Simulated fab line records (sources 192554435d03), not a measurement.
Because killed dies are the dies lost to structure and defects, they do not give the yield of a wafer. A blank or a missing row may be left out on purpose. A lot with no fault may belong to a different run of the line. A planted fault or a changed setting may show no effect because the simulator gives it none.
fab line records | flow n5_finfet
[record] lots = 9 wafers = 26 last_day = 19
route steps=1938 shown BEOL_M3@974 BEOL_M4@1111 PASSIVATION@1936
lots that met no fault: taken from a fault-free run of the same line
start_h: hours from the record's opening day to when the first of the lot's shown wafers began | wait_h: time in hours since the lot's previous step | " same as the row above | L1.1+2: one row covering several wafers at once | - no value present, or no start provided | * or withheld: withheld | < > ~ a bound
route shown NAME@n: NAME is a module with steps in the file, n the number in the route of the first one | usual: mean and standard deviation over wafers with no fault | same: alike in all rows | chamber/n: place in a boat | sites: the reading at each site | _std_site: their standard deviation | _edge_site: inner sites' mean taken away from outer sites' mean | radius_mm: how far each site lies from the wafer's centre | mask NAME#n: copy n | behind: the last tool/chamber to shape the wafer | hold: reason for holding the lot/hours on hold/outcome of the hold | device: the transistor (n, p or np) that didn't switch | end of line: the tests these same wafers got at the end of their route | a step given without rows: its recipe and nothing more | killed: the dies lost at the first sort to structure and to defects; this is not the yield of the wafer | map: a wafer's dies, marking killed ones x, the rest . and places with no die _
set.NAME: the run value of the setting; set.NAME@STEP: its run value at that earlier step | model.NAME: the simulator's own value behind a step, which no gauge read
the route's steps for a sample of lots (tables are steps, rows are wafers)
services: the hour from which a tool's chamber was out of use, counted from the record's first day as start_h (under 0 if before that day), plus the number of hours and why
[[steps]]
[step N5_BEOL_M3_ETCH_70]
[recipe] chemistry = N2/H2 target = SOC target_depth_a = 800 overetch_a = 160 mask_material = SiARC temp_c = 40 time_s = 120 ion_energy_ev = 200 pressure_mtorr = 30 source_w = 840 bias_w = 150 n2_flow_sccm = 200 h2_flow_sccm = 200
[usual] drypump_motor_current_A = 5.5/0.38 oes_product_au = 0.59/0.064 rf_vpp_V = 523.2/2.7 showerhead_plenum_p_Torr = 2.52/0.1 throttle_valve_pct = 17.85/0.23
// columns lot.wafer tool chamber start_h wait_h drypump_motor_current_A oes_product_au rf_hours_counter_h rf_vpp_V showerhead_plenum_p_Torr throttle_valve_pct
L880.2 rie_diel-06 3 195.99 0.0 5.4 0.56 178 519.4 2.43 18.10
L880.3 " 1 " " 5.7 0.56 205 521.1 2.40 17.65
L880.6 " 1 " " 5.7 0.56 - 519.5 2.40 17.64
L879.4 rie_diel-04 2 209.04 0.0 5.2 0.56 171 526.8 2.66 18.08
L879.5 " 3 " " 5.6 0.51 - 523.6 2.51 18.07
L879.6 " 2 " " 5.2 0.57 - 527.6 2.66 18.06
L884.1 rie_diel-06 1 238.07 0.0 5.7 0.55 213 522.1 2.40 17.64
L884.3 " 3 " " 5.4 0.56 186 521.5 2.43 18.11
L884.4 " 0 " " 4.9 0.65 40 520.9 2.49 17.57
L885.2 rie_diel-04 2 243.12 0.0 5.3 0.56 179 527.8 2.66 18.08
L885.3 " 0 " " 5.8 0.69 31 522.2 2.50 17.56
L885.6 " 3 " " 5.6 0.52 - 523.8 2.50 18.07
L886.1 rie_diel-04 2 255.44 0.0 5.3 0.56 181 527.6 2.66 18.08
L886.3 " 3 " " 5.7 0.51 247 521.9 2.50 18.08
L886.4 " 0 " " 5.8 0.68 34 522.4 2.50 17.56
L887.1 rie_diel-04 3 280.55 0.0 5.6 0.51 255 522.0 2.50 18.10
L887.4 " 2 " " 5.2 0.55 - 525.9 2.65 18.10
L887.6 " 0 " " 5.8 0.67 - 523.1 2.49 17.58
L888.2 rie_diel-04 3 281.05 0.0 5.7 0.51 255 521.5 2.50 18.09
L888.4 " 0 " " 5.8 0.68 - 519.7 2.49 17.59
L888.5 " 3 " " 5.6 0.51 - 522.7 2.50 18.11
L896.4 rie_diel-04 1 326.52 0.0 6.2 0.69 - 529.4 2.71 17.73
L896.6 " 2 " " 5.2 0.54 - 524.7 2.64 18.12
L899.1 rie_diel-06 1 332.52 0.0 5.7 0.54 242 520.3 2.39 17.68
L899.5 " 1 " " 5.7 0.54 - 519.1 2.39 17.71
L899.6 " 0 " " 4.9 0.63 - 521.1 2.47 17.63
[step N5_BEOL_M3_TRENCH_ETCH_37]
[recipe] chemistry = C4F6/O2 target_depth_a = 555.55 target = SiOC time_s = 29.2 ion_energy_ev = 250 pressure_mtorr = 30 source_w = 355 bias_w = 185 Ar_flow_sccm = 300 C4F6_flow_sccm = 10 O2_flow_sccm = 10
[usual] drypump_motor_current_A = 5.5/0.38 mfc_ar_sccm = 300.0/0.92 oes_product_au = 0.76/0.089 rf_vpp_V = 667/14 showerhead_plenum_p_Torr = 2.83/0.11 throttle_valve_pct = 20.88/0.21
// columns lot.wafer tool chamber start_h wait_h drypump_motor_current_A mfc_ar_sccm oes_product_au rf_hours_counter_h rf_vpp_V showerhead_plenum_p_Torr throttle_valve_pct
L880.2 rie_diel-06 3 - - 5.4 298.0 0.73 178 672 2.73 21.23
L880.3 " 1 " " 5.7 299.3 0.74 205 667 2.74 20.91
L880.6 " 1 " " 5.7 300.9 0.74 - 668 2.74 20.90
L879.4 rie_diel-04 2 - - 5.2 300.1 0.72 171 679 2.97 21.03
L879.5 " 3 " " 5.7 300.5 0.68 - 651 2.78 20.91
L879.6 " 2 " " 5.3 298.3 0.73 - 680 2.97 21.03
L884.1 rie_diel-06 1 - - 5.7 301.1 0.73 213 668 2.73 20.91
L884.3 " 3 " " 5.3 299.3 0.72 186 672 2.72 21.21
L884.4 " 0 " " 4.9 302.1 0.84 40 680 2.78 20.60
L885.2 rie_diel-04 2 - - 5.3 301.3 0.71 179 679 2.97 21.05
L885.3 " 0 " " 5.8 300.7 0.92 32 646 2.80 20.63
L885.6 " 3 " " 5.7 299.8 0.67 - 653 2.78 20.93
L886.1 rie_diel-04 2 - - 5.2 299.6 0.71 181 679 2.97 21.03
L886.3 " 3 " " 5.7 299.5 0.67 247 652 2.78 20.94
L886.4 " 0 " " 5.8 299.2 0.90 34 647 2.80 20.64
L887.1 rie_diel-04 3 - - 5.7 300.6 0.66 255 653 2.77 20.95
L887.4 " 2 " " 5.3 300.3 0.70 - 679 2.96 21.05
L887.6 " 0 " " 5.8 298.9 0.89 - 646 2.79 20.65
L888.2 rie_diel-04 3 - - 5.6 298.6 0.67 255 652 2.77 20.94
L888.4 " 0 " " 5.8 300.4 0.89 - 646 2.79 20.65
L888.5 " 3 " " 5.7 300.0 0.67 - 651 2.77 20.93
L896.4 rie_diel-04 1 - - 6.3 298.8 0.93 - 659 3.05 20.81
L896.6 " 2 " " 5.3 300.7 0.69 - 679 2.95 21.08
L899.1 rie_diel-06 1 - - 5.6 300.4 0.71 242 667 2.72 20.96
L899.5 " 1 " " 5.6 299.5 0.71 - 668 2.72 20.97
L899.6 " 0 " " 4.9 298.8 0.80 - 679 2.77 20.64
[step N5_BEOL_M3_ETCH_41]
[recipe] chemistry = CH3F/O2 target = SiCN target_depth_a = 299 taper_deg = 2 time_s = 52.5 ion_energy_ev = 120 mask_material = TiN pressure_mtorr = 30 source_w = 395 bias_w = 75 Ar_flow_sccm = 150 CH3F_flow_sccm = 30 O2_flow_sccm = 20
[usual] drypump_motor_current_A = 5.5/0.38 mfc_ar_sccm = 150.0/0.43 oes_product_au = 0.76/0.089 rf_vpp_V = 297.0/1.7 showerhead_plenum_p_Torr = 1.99/0.078 throttle_valve_pct = 16.35/0.22
// columns lot.wafer tool chamber start_h wait_h drypump_motor_current_A mfc_ar_sccm oes_product_au rf_hours_counter_h rf_vpp_V showerhead_plenum_p_Torr throttle_valve_pct
L880.2 rie_diel-06 3 196.22 - 5.3 150.5 0.73 178 295.6 1.91 16.69
L880.3 " 1 " " 5.7 150.6 0.74 205 294.9 1.92 16.34
L880.6 " 1 " " 5.6 149.7 0.74 - 294.7 1.92 16.35
L879.4 rie_diel-04 2 209.27 - 5.2 149.8 0.72 171 299.0 2.09 16.48
L879.5 " 3 " " 5.6 150.8 0.67 - 295.2 1.95 16.45
L879.6 " 2 " " 5.2 150.3 0.72 - 299.3 2.09 16.49
L884.1 rie_diel-06 1 238.30 - 5.7 149.9 0.72 213 295.6 1.91 16.35
L884.3 " 3 " " 5.3 150.3 0.72 186 295.8 1.91 16.70
L884.4 " 0 " " 4.9 150.0 0.84 40 297.0 1.96 16.07
L885.2 rie_diel-04 2 243.36 - 5.2 150.8 0.72 179 297.0 2.09 16.49
L885.3 " 0 " " 5.8 150.6 0.91 32 295.8 1.97 16.04
L885.6 " 3 " " 5.6 150.0 0.67 - 297.5 1.95 16.48
L886.1 rie_diel-04 2 255.67 - 5.3 150.5 0.71 181 299.0 2.09 16.50
L886.3 " 3 " " 5.6 150.4 0.67 247 297.0 1.95 16.48
L886.4 " 0 " " 5.8 150.0 0.91 34 296.9 1.97 16.05
L887.1 rie_diel-04 3 280.78 - 5.6 149.5 0.67 255 295.7 1.95 16.52
L887.4 " 2 " " 5.2 150.2 0.71 - 297.7 2.09 16.52
L887.6 " 0 " " 5.8 149.8 0.89 - 296.8 1.96 16.08
L888.2 rie_diel-04 3 281.28 - 5.7 149.5 0.66 255 297.8 1.95 16.50
L888.4 " 0 " " 5.8 150.0 0.90 - 295.7 1.96 16.08
L888.5 " 3 " " 5.7 149.9 0.67 - 295.4 1.95 16.51
L896.4 rie_diel-04 1 326.73 - 6.3 150.5 1.29 - 300.8 2.15 16.15
L896.6 " 2 " " 5.2 150.0 0.70 - 298.2 2.08 16.55
L899.1 rie_diel-06 1 332.87 - 5.6 149.6 0.71 242 295.3 1.90 16.42
L899.5 " 1 " " 5.7 149.7 0.70 - 296.4 1.90 16.42
L899.6 " 0 " " 4.9 150.3 0.81 - 296.3 1.95 16.11
[step N5_BEOL_M3_STRIP_97]
[recipe] chemistry = N2/H2 time_s = 10 power_w = 450 temp_c = 40 pressure_mtorr = 20 rf_frequency_hz = 6e+07 bias_power_w = 7 n2_flow_sccm = 200 h2_flow_sccm = 200
[usual] drypump_motor_current_A = 5.5/0.38 oes_product_au = 0.76/0.09 rf_vpp_V = 59.2/0.87 showerhead_plenum_p_Torr = 2.52/0.1 throttle_valve_pct = 23.70/0.25
// columns lot.wafer tool chamber start_h wait_h drypump_motor_current_A oes_product_au rf_hours_counter_h rf_vpp_V showerhead_plenum_p_Torr throttle_valve_pct
L880.2 rie_diel-06 3 - - 5.4 0.73 178 59.5 2.42 23.88
L880.3 " 1 " " 5.7 0.72 205 58.9 2.40 23.33
L880.6 " 1 " " 5.6 0.72 - 56.8 2.40 23.35
L879.4 rie_diel-04 2 - - 5.3 0.72 172 60.2 2.66 23.97
L879.5 " 3 " " 5.6 0.67 - 61.0 2.50 23.91
L879.6 " 2 " " 5.3 0.72 - 60.5 2.65 23.98
L884.1 rie_diel-06 1 - - 5.7 0.73 213 59.7 2.40 23.34
L884.3 " 3 " " 5.3 0.73 186 60.3 2.42 23.90
L884.4 " 0 " " 4.9 0.85 40 59.6 2.48 23.42
L885.2 rie_diel-04 2 - - 5.2 0.72 179 58.8 2.65 23.99
L885.3 " 0 " " 5.8 0.91 32 58.5 2.49 23.47
L885.6 " 3 " " 5.6 0.67 - 59.6 2.50 23.92
L886.1 rie_diel-04 2 - - 5.2 0.71 181 59.6 2.65 23.99
L886.3 " 3 " " 5.7 0.66 247 60.1 2.50 23.92
L886.4 " 0 " " 5.8 0.91 34 59.8 2.49 23.48
L887.1 rie_diel-04 3 - - 5.7 0.67 255 60.5 2.50 23.93
L887.4 " 2 " " 5.3 0.71 - 60.0 2.65 24.02
L887.6 " 0 " " 5.8 0.89 - 59.1 2.49 23.48
L888.2 rie_diel-04 3 - - 5.7 0.66 255 60.0 2.49 23.93
L888.4 " 0 " " 5.8 0.88 - 59.6 2.49 23.50
L888.5 " 3 " " 5.7 0.66 - 59.5 2.49 23.94
L896.4 rie_diel-04 1 - - 6.2 0.93 - 58.9 2.71 23.75
L896.6 " 2 " " 5.3 0.70 - 57.4 2.64 24.03
L899.1 rie_diel-06 1 - - 5.7 0.71 243 58.6 2.38 23.39
L899.5 " 1 " " 5.7 0.70 - 58.6 2.39 23.38
L899.6 " 0 " " 4.9 0.80 - 59.8 2.47 23.45
[step N5_BEOL_M4_RC_MEAS_101]
[usual] DIBL_N = 36.0/1.7 DIBL_P = 36.2/1.9 IOFF_N = 0.154/0.028 IOFF_P = 0.21/0.036 ION_N = 675/11 ION_P = 463/8.3 SS_N = 71.4/0.63 SS_P = 73.2/0.55 VT_N = 250.2/3 VT_P = -251/3.7
// columns lot.wafer tool chamber start_h wait_h DIBL_N[mV/V] DIBL_P[mV/V] IOFF_N[nA/um] IOFF_P[nA/um] ION_N[uA/um] ION_P[uA/um] SS_N[mV/dec] SS_P[mV/dec] VT_N[mV] VT_P[mV]
L880.2 prober-02 0 239.69 0.2 37.7 38.6 0.180 0.23 685 477 71.5 73.7 249.5 -247
L880.3 " 0 " " 38.0 38.8 0.185 0.23 679 467 72.4 73.4 246.9 -248
L880.6 " 0 " " 34.4 34.9 0.128 0.17 671 462 71.1 72.3 252.7 -250
L879.4 prober-02 0 244.44 0.5 32.7 32.2 0.103 0.16 668 463 70.7 72.2 255.7 -256
L879.5 " 0 " " 35.9 34.8 0.140 0.19 672 457 70.7 73.0 251.5 -255
L879.6 " 0 " " 36.7 36.0 0.152 0.20 678 458 70.6 73.6 250.0 -251
L884.1 prober-01 0 276.31 0.0 32.5 32.9 0.102 0.15 657 452 70.8 71.7 255.7 -254
L884.3 " 0 " " 35.8 37.7 0.158 0.21 673 465 71.1 73.0 249.3 -248
L884.4 " 0 " " 33.1 34.8 0.113 0.17 662 463 70.6 72.3 252.1 -254
L885.2 prober-02 0 282.07 0.2 35.3 34.8 0.139 0.19 680 463 71.2 73.5 248.6 -253
L885.3 " 0 " " 37.6 36.5 0.168 0.21 674 459 72.3 73.3 250.2 -250
L885.6 " 0 " " 35.9 35.5 0.142 0.19 670 453 71.2 73.5 251.0 -254
L886.1 prober-02 0 291.63 0.0 38.4 38.3 0.186 0.21 689 457 71.5 73.9 247.5 -252
L886.3 " 0 " " 36.0 35.2 0.135 0.17 667 452 71.5 73.1 250.2 -253
L886.4 " 0 " " 37.1 35.5 0.162 0.18 677 456 71.9 73.5 250.1 -255
L887.1 prober-01 0 297.52 0.0 38.1 39.2 0.194 0.22 699 468 71.7 73.8 248.7 -251
L887.4 " 0 " " 36.0 36.2 0.148 0.17 669 449 71.4 73.2 251.7 -256
L887.6 " 0 " " 37.3 37.9 0.170 0.20 677 454 71.6 73.6 249.3 -255
L888.2 prober-02 0 300.37 0.2 35.6 36.0 0.124 0.18 651 450 71.6 72.4 252.7 -252
L888.4 " 0 " " 37.3 38.0 0.157 0.21 668 456 72.5 72.9 251.6 -251
L888.5 " 0 " " 38.7 38.1 0.185 0.22 668 457 72.8 73.2 248.1 -249
L896.4 prober-01 0 342.83 0.5 39.1 38.8 0.214 0.23 697 468 71.9 73.2 244.7 -251
L896.6 " 0 " " 36.6 36.5 0.157 0.19 674 458 70.9 72.8 250.1 -250
L899.1 prober-02 0 347.04 0.0 36.1 36.9 0.145 0.21 660 455 71.4 73.0 253.2 -253
L899.5 " 0 " " 35.9 34.8 0.148 0.19 662 456 71.4 72.7 252.0 -252
L899.6 " 0 " " 37.9 39.6 0.192 0.25 697 471 72.3 73.9 247.7 -249
[step N5_PASSIVATION_PROBE_49]
[usual] defect_limited_yield = 90.9/1.4 killed_at_M0_to_M3 = 38/11 killed_at_M4_up = 13/5.9 killed_at_contacts = 14/6.4 killed_at_front_end = 38/11 killed_at_other = 3.3/2.5 killed_dies = 107/16 killed_open = 70/12 killed_short = 35/7.7 sort_bin_5_function = 5.3/0.94 sort_bin_6_memory = 3.5/0.7 sort_bin_8_speed = 0.00/0.007 sort_n_pass = 1073/16 sort_yield_pct = 90.9/1.4
[same] gross_dies = 1180 killed_at_back_side = 0 sort_bin_4_leakage[%] = 0
// columns lot.wafer tool chamber start_h wait_h defect_limited_yield[%] killed_at_M0_to_M3 killed_at_M4_up killed_at_contacts killed_at_front_end killed_at_other killed_dies killed_open killed_short sort_bin_5_function[%] sort_bin_6_memory[%] sort_bin_8_speed[%] sort_n_pass sort_yield_pct[%]
L886.1 prober-02 - 406.66 0.0 90.8 37 11 9 42 10 109 57 49 5.0 3.4 0 1071 90.8
L886.3 prober-02 - 406.76 0.1 91.8 39 8 8 40 2 97 65 31 5.0 3.1 0 1083 91.8
L886.4 prober-02 - 406.81 0.2 90.7 41 9 12 46 2 110 69 39 5.3 3.6 0 1070 90.7
L888.2 prober-01 - 414.28 0.1 90.3 29 9 7 63 6 114 71 42 5.4 3.7 0 1066 90.3
L888.4 prober-01 - 414.38 0.2 90.3 36 13 5 50 10 114 76 32 5.2 4.4 0 1066 90.3
L888.5 prober-01 - 414.43 0.2 89.6 47 18 14 38 6 123 81 40 6.4 3.5 0 1057 89.6
L896.6 prober-01 - 464.46 0.3 91.4 30 5 28 37 2 102 69 32 5.2 3.1 0 1078 91.4
// killed by level:class
L886.1 FIN_SAQP:geometric_particle:short=9 FIN_SAQP:geometric_particle:open=7 MOL_CONTACT_COAG:geometric_particle:open=7 MIM_TOP_ETCH:geometric_particle:short=6 DUMMY_GATE:geometric_particle:open=5 GATE_CUT:geometric_particle:short=5 BEOL_M0_SAQP:geometric_particle:open=5 BEOL_M0_SAQP:geometric_particle:short=5
L886.3 BEOL_M0_SAQP:geometric_particle:open=9 BEOL_M1:geometric_particle:open=9 FIN_SAQP:geometric_particle:open=8 DUMMY_GATE:geometric_particle:open=7 BEOL_M0_SAQP:geometric_particle:short=7 MOL_CONTACT_COAG:geometric_particle:open=6 BEOL_M3:geometric_particle:open=6 STARTING-WAFER:geometric_particle:short=5
L886.4 STI_FIN_REVEAL:geometric_particle:open=16 BEOL_M3:geometric_particle:open=14 MOL_CONTACT_COAG:geometric_particle:open=8 FIN_SAQP:geometric_particle:short=7 FIN_SAQP:geometric_particle:open=5 GATE_CUT:geometric_particle:short=5 BEOL_M0:geometric_particle:open=5 BEOL_M3:geometric_particle:short=5
L888.2 STI_FIN_REVEAL:geometric_particle:open=19 FIN_SAQP:geometric_particle:open=9 FIN_SAQP:geometric_particle:short=7 DUMMY_GATE:geometric_particle:open=5 BEOL_M1:geometric_particle:short=5 BEOL_M0_SAQP:geometric_particle:open=5 STI_FIN_REVEAL:geometric_particle:short=4 ILD0:geometric_particle:open=4
L888.4 FIN_SAQP:geometric_particle:open=19 BEOL_M0_SAQP:geometric_particle:open=10 FIN_SAQP:geometric_particle:short=8 STI_FIN_REVEAL:geometric_particle:open=8 BEOL_M1:geometric_particle:open=7 BEOL_M0_SAQP:geometric_particle:short=5 MOL_CONTACT_COAG:geometric_particle:open=5 MIM_TOP:geometric_particle:short=5
L888.5 MOL_CONTACT_COAG:geometric_particle:open=13 BEOL_M0_SAQP:geometric_particle:short=13 BEOL_M0_SAQP:geometric_particle:open=12 BEOL_M3:geometric_particle:open=9 STI_FIN_REVEAL:geometric_particle:open=8 FIN_SAQP:geometric_particle:open=6 BEOL_M4:geometric_particle:open=5 FIN_SAQP:geometric_particle:short=4
L896.6 MOL_CONTACT_COAG:geometric_particle:open=24 STI_FIN_REVEAL:geometric_particle:open=11 BEOL_M1:geometric_particle:open=7 FIN_SAQP:geometric_particle:open=6 FIN_SAQP:geometric_particle:short=6 BEOL_M0_SAQP:geometric_particle:short=5 MOL_CONTACT_COAG:geometric_particle:short=4 BEOL_M0_SAQP:geometric_particle:open=4
[[services]]
// columns tool chamber start_h hours kind
rie_diel-06 2 189.08 10.0 repair
rie_diel-06 - 200.13 14.6 pm
rie_diel-06 2 226.76 7.4 repair
rie_diel-04 3 236.60 5.9 repair
rie_diel-04 1 265.95 - clean
rie_diel-04 1 265.95 - consumable_replace:focus_ring
rie_diel-04 1 265.95 - consumable_replace:showerhead
rie_diel-04 1 265.95 20.5 scheduled_down
rie_diel-04 1 265.95 20.5 vent_cycle
rie_diel-04 3 294.15 6.5 repair
rie_diel-04 3 300.66 - clean
rie_diel-04 3 300.66 - consumable_replace:focus_ring
rie_diel-04 3 300.66 27.3 scheduled_down
rie_diel-04 3 300.66 27.3 vent_cycle
rie_diel-06 2 324.33 - clean
rie_diel-06 2 324.33 - consumable_replace:focus_ring
rie_diel-06 2 324.33 21.0 scheduled_down
rie_diel-06 2 324.33 21.0 vent_cycle
rie_diel-06 3 331.95 2.6 repair
[[key]]
[first_sign] step = N5_BEOL_M3_ETCH_41 reading = oes_product_au direction = up sigmas = 5.9 usual = 0.76 struck = 1.29
effect none on later readings
met_at N5_BEOL_M3_ETCH_41
struck_lots L896
struck_wafers L896.4
not_acting_at N5_BEOL_M3_ETCH_70,N5_BEOL_M3_TRENCH_ETCH_37,N5_BEOL_M3_STRIP_97
onset_between 281.28 326.73
[fault] kind = process_parameter_drift tool = rie_diel-04 chamber = - onset_h = 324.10 steps = N5_BEOL_M3_ETCH_41 channel = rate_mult offset = 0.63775 shape = step end_h = 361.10 scope = struck_wafers_only
